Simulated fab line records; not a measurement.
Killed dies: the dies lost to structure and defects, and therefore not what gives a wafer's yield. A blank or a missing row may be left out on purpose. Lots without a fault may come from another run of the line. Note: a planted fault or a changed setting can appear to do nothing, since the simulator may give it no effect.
Which tool was responsible? -- flow n5 finfet -- 72 wafers from 24 lots sampled at 4 of the route's 1938 steps

== WHAT THE GAUGES READ, wafer by wafer ==
N5_BEOL_M2_CD_MEAS_35: target cd 18 nm, target cd y 22.2 nm.
lot,measured,on,cd nm (nm)
L074,day 6 18:23,cd sem-02,17.4 18.1 17.6
L075,day 6 21:36,cd sem-03,17.5 17.5 17.5
L076,day 7 08:57,cd sem-03,17.3 17.5 17.6
L078,day 7 14:12,cd sem-01,17.7 18.2 17.2
L077,day 7 17:38,cd sem-01,17.8 17.8 17.8
L079,day 7 21:14,cd sem-02,17.3 18.1 18.2
L080,day 7 23:40,cd sem-03,17.8 17.1 17.9
L081,day 8 11:40,cd sem-03,17.8 18.3 18.5
L082,day 8 12:29,cd sem-03,17.1 17.9 18.4
L083,day 8 15:25,cd sem-01,17.9 17.2 16.8
L084,day 9 01:01,cd sem-01,18.2 17.4 17.7
L085,day 9 09:51,cd sem-01,18.4 16.9 18.0
L086,day 9 18:52,cd sem-02,18.3 17.7 18.0
L087,day 9 22:43,cd sem-02,17.5 18.1 17.5
L088,day 10 02:01,cd sem-03,17.9 17.9 17.8
L089,day 10 07:01,cd sem-03,18.5 17.4 17.9
L090,day 10 15:43,cd sem-01,17.8 18.6 17.8
L091,day 11 02:49,cd sem-01,18.1 18.2 18.0
L092,day 11 05:43,cd sem-02,17.4 17.7 17.6
L093,day 11 08:07,cd sem-01,17.3 18.3 18.1
L094,day 11 16:24,cd sem-03,18.2 17.4 18.0
L095,day 11 19:27,cd sem-02,17.8 18.0 17.8
L096,day 12 01:52,cd sem-02,18.9 18.2 17.1
L097,day 12 14:46,cd sem-02,18.1 17.9 17.3

== EACH LOT AND THE TOOL THAT RAN IT (in order: tool; ch and the chambers of the sampled wafers; start) ==
lot,N5_BEOL_M1_PRE_CLEAN_60,N5_BEOL_M2_ETCH_63,N5_BEOL_M2_DESCUM_33
L074,"cvd co-02 ch 0,2, day 6 14:13","rie diel-05 ch 0,1,3, day 6 15:47","rie diel-05 ch 1,2,3, day 6 16:36"
L075,"cvd co-01 ch 0,1,2, day 6 16:07","rie diel-01 ch 0,2,3, day 6 18:25","rie diel-04 ch 0,1,2, day 6 19:15"
L076,"cvd co-01 ch 0,1,2, day 6 23:40","rie diel-05 ch 1,2, day 7 02:32","rie diel-01 ch 1,2,3, day 7 03:29"
L078,"cvd co-01 ch 1,2, day 7 07:38","rie diel-04 ch 0,2,3, day 7 09:27","rie diel-05 ch 1,2,3, day 7 10:17"
L077,"cvd co-01 ch 0,1, day 7 12:13","rie diel-05 ch 0,2,3, day 7 14:27","rie diel-05 ch 0,1,2, day 7 15:41"
L079,"cvd co-02 ch 0,2, day 7 15:26","rie diel-04 ch 0,3, day 7 18:02","rie diel-05 ch 0,2,3, day 7 19:01"
L080,"cvd co-01 ch 0,1, day 7 18:31","rie diel-01 ch 0,1,2, day 7 21:10","rie diel-05 ch 0,1,2, day 7 22:14"
L081,"cvd co-02 ch 0,1, day 8 00:17","rie diel-04 ch 0,1,3, day 8 03:41","rie diel-01 ch 1,2,3, day 8 04:35"
L082,"cvd co-02 ch 0,1, day 8 04:22","rie diel-05 ch 0,1,3, day 8 06:06","rie diel-04 ch 0,1,3, day 8 06:55"
L083,"cvd co-02 ch 0,2, day 8 08:36","rie diel-04 ch 1,2,3, day 8 12:38","rie diel-05 ch 1,3, day 8 13:35"
L084,"cvd co-01 ch 0,1,2, day 8 18:58","rie diel-04 ch 0,2, day 8 21:49","rie diel-05 ch 1,2,3, day 8 22:38"
L085,"cvd co-01 ch 1,2, day 9 05:00","rie diel-04 ch 1,2, day 9 06:06","rie diel-05 ch 0,2,3, day 9 07:19"
L086,"cvd co-02 ch 1,2, day 9 14:02","rie diel-05 ch 0,2, day 9 15:59","rie diel-04 ch 0,3, day 9 16:56"
L087,"cvd co-01 ch 0,2, day 9 17:57","rie diel-05 ch 1,2, day 9 19:40","rie diel-05 ch 0,1,3, day 9 20:37"
L088,"cvd co-02 ch 0,1, day 9 22:43","rie diel-01 ch 1,2,3, day 9 23:54","rie diel-01 ch 0,1,2, day 10 00:45"
L089,"cvd co-01 ch 0,1,2, day 10 01:53","rie diel-04 ch 0,1,2, day 10 03:16","rie diel-05 ch 1,2,3, day 10 04:13"
L090,"cvd co-01 ch 0,2, day 10 09:04","rie diel-05 ch 1,3, day 10 11:39","rie diel-04 ch 0,2,3, day 10 12:29"
L091,"cvd co-01 ch 0,1,2, day 10 21:11","rie diel-01 ch 0,1, day 10 22:55","rie diel-01 ch 0,1,3, day 10 23:47"
L092,"cvd co-02 ch 0,1, day 10 22:32","rie diel-05 ch 0,1,2, day 11 00:14","rie diel-01 ch 0,1,2, day 11 01:06"
L093,"cvd co-01 ch 1,2, day 11 02:32","rie diel-04 ch 0,1,3, day 11 04:01","rie diel-04 ch 1,3, day 11 04:50"
L094,"cvd co-02 ch 1,2, day 11 10:26","rie diel-05 ch 0,3, day 11 12:11","rie diel-04 ch 0,1, day 11 13:01"
L095,"cvd co-01 ch 0,1,2, day 11 14:09","rie diel-01 ch 0,1, day 11 16:47","rie diel-01 ch 1,2, day 11 17:49"
L096,"cvd co-02 ch 0,1,2, day 11 20:04","rie diel-05 ch 1,2,3, day 11 23:20","rie diel-05 ch 0,1, day 12 00:20"
L097,"cvd co-01 ch 1,2, day 12 05:17","rie diel-04 ch 0,3, day 12 07:04","rie diel-05 ch 1,2,3, day 12 08:04"
- N5_BEOL_M1_PRE_CLEAN_60: time 15 s.
- N5_BEOL_M2_ETCH_63: etches SiARC in CF4, target depth 15.6 nm, time 26 s.
- N5_BEOL_M2_DESCUM_33: chemistry O2, time 7 s.

== WHAT THE TOOLS THEMSELVES READ (means of the sampled wafers that have a number; where no wafer has one, the mark that the record gives instead) ==
N5_BEOL_M1_PRE_CLEAN_60.
lot,tool,heater power w (W)
L074,cvd co-02,87
L075,cvd co-01,86
L076,cvd co-01,85
L078,cvd co-01,96
L077,cvd co-01,76
L079,cvd co-02,90
L080,cvd co-01,76
L081,cvd co-02,99
L082,cvd co-02,101
L083,cvd co-02,101
L084,cvd co-01,87
L085,cvd co-01,97
L086,cvd co-02,79
L087,cvd co-01,79
L088,cvd co-02,90
L089,cvd co-01,87
L090,cvd co-01,92
L091,cvd co-01,87
L092,cvd co-02,101
L093,cvd co-01,94
L094,cvd co-02,80
L095,cvd co-01,86
L096,cvd co-02,89
L097,cvd co-01,98

N5_BEOL_M2_ETCH_63.
lot,tool,drypump motor current A (A),etch rf on time s (s),oes product au (a.u.),rf vpp V (V),showerhead plenum p Torr (Torr),throttle valve pct (%)
L074,rie diel-05,5.3,26.0,0.77,184.1,2.11,15.47
L075,rie diel-01,5.9,26.1,0.68,183.9,2.20,15.72
L076,rie diel-05,6.4,27.5,0.65,183.9,2.11,15.82
L078,rie diel-04,5.8,25.8,0.77,183.5,2.09,15.36
L077,rie diel-05,5.6,26.3,0.73,183.8,2.12,15.67
L079,rie diel-04,5.9,26.1,0.71,182.9,2.08,15.45
L080,rie diel-01,5.8,26.4,0.63,184.5,2.17,15.85
L081,rie diel-04,5.8,25.8,0.74,184.1,2.12,15.47
L082,rie diel-05,5.3,26.0,0.75,183.1,2.10,15.50
L083,rie diel-04,5.6,25.6,0.77,183.8,2.13,15.40
L084,rie diel-04,5.5,26.2,0.75,183.2,2.08,15.36
L085,rie diel-04,5.4,25.9,0.74,184.8,2.14,15.50
L086,rie diel-05,5.6,26.4,0.67,183.5,2.10,15.68
L087,rie diel-05,6.1,26.9,0.67,184.3,2.09,15.71
L088,rie diel-01,5.7,26.8,0.63,184.1,2.16,15.89
L089,rie diel-04,5.5,26.3,0.71,183.9,2.10,15.50
L090,rie diel-05,5.5,26.0,0.73,183.0,2.09,15.54
L091,rie diel-01,6.1,26.4,0.62,183.9,2.14,15.93
L092,rie diel-05,5.9,26.6,0.66,183.7,2.09,15.71
L093,rie diel-04,5.8,25.9,0.71,184.2,2.11,15.53
L094,rie diel-05,5.0,26.1,0.74,183.0,2.11,15.56
L095,rie diel-01,6.0,26.7,0.60,184.0,2.12,16.07
L096,rie diel-05,5.8,26.9,0.67,183.3,2.10,15.74
L097,rie diel-04,6.0,25.7,0.71,183.5,2.08,15.46

N5_BEOL_M2_DESCUM_33.
lot,tool,drypump motor current A (A),o2 flow sccm (sccm),oes product au (a.u.),rf vpp V (V),showerhead plenum p Torr (Torr),throttle valve pct (%)
L074,rie diel-05,5.8,225.2,0.87,242.6,2.06,20.52
L075,rie diel-04,5.6,225.3,0.89,242.2,2.08,20.31
L076,rie diel-01,5.7,224.7,0.76,243.9,2.11,20.65
L078,rie diel-05,5.8,224.9,0.86,242.4,2.06,20.53
L077,rie diel-05,5.9,225.6,0.82,242.2,2.05,20.56
L079,rie diel-05,5.6,225.7,0.85,242.0,2.04,20.45
L080,rie diel-05,5.9,224.8,0.82,242.8,2.05,20.56
L081,rie diel-01,5.7,225.3,0.75,243.4,2.11,20.66
L082,rie diel-04,5.8,225.2,0.87,242.5,2.06,20.31
L083,rie diel-05,5.5,225.1,0.89,241.9,2.05,20.45
L084,rie diel-05,5.8,224.6,0.84,242.6,2.05,20.54
L085,rie diel-05,5.6,225.2,0.84,242.8,2.04,20.47
L086,rie diel-04,6.0,225.5,0.87,242.4,2.03,20.23
L087,rie diel-05,5.3,225.4,0.87,242.3,2.04,20.38
L088,rie diel-01,5.8,224.6,0.73,243.7,2.12,20.72
L089,rie diel-05,5.8,225.3,0.83,242.4,2.05,20.55
L090,rie diel-04,5.8,224.3,0.86,242.6,2.03,20.25
L091,rie diel-01,6.0,225.0,0.73,243.2,2.09,20.75
L092,rie diel-01,5.8,225.1,0.73,242.8,2.11,20.73
L093,rie diel-04,5.6,225.4,0.86,243.1,2.10,20.42
L094,rie diel-04,5.7,225.7,0.79,242.5,2.04,20.37
L095,rie diel-01,5.6,224.2,0.68,243.8,2.10,20.96
L096,rie diel-05,5.3,225.4,0.82,242.1,2.03,20.43
L097,rie diel-05,5.8,225.1,0.79,241.9,2.04,20.59

== THE ANSWER, worked out from the rows above alone ==
Rule: the lots themselves supply what counts as usual. The widest of any qualifying gaps counts: lots, ordered by their means at a reading, are off when they make up no more than a third of the lots, leave a main group of 4 or more, and stand apart from it by 3 or more times the standard deviation of that group's means. A main group is skipped when, at the precision printed for the reading in the tables above, its means are all equal. Also off: a lot with no number at a reading for which 4 or more lots have one. All remaining lots with rows at the step are treated as sound. The gauges are gone through in route order, then the tools' own readings, and for those a lot's mean is taken as printed above. At the first step where some lot is off, the reading lying furthest off is the one used; lots without a number count as furthest.
Nothing can be told from this: no lot is off at any reading shown.

== WHAT THE SIMULATOR HAD PUT IN ==
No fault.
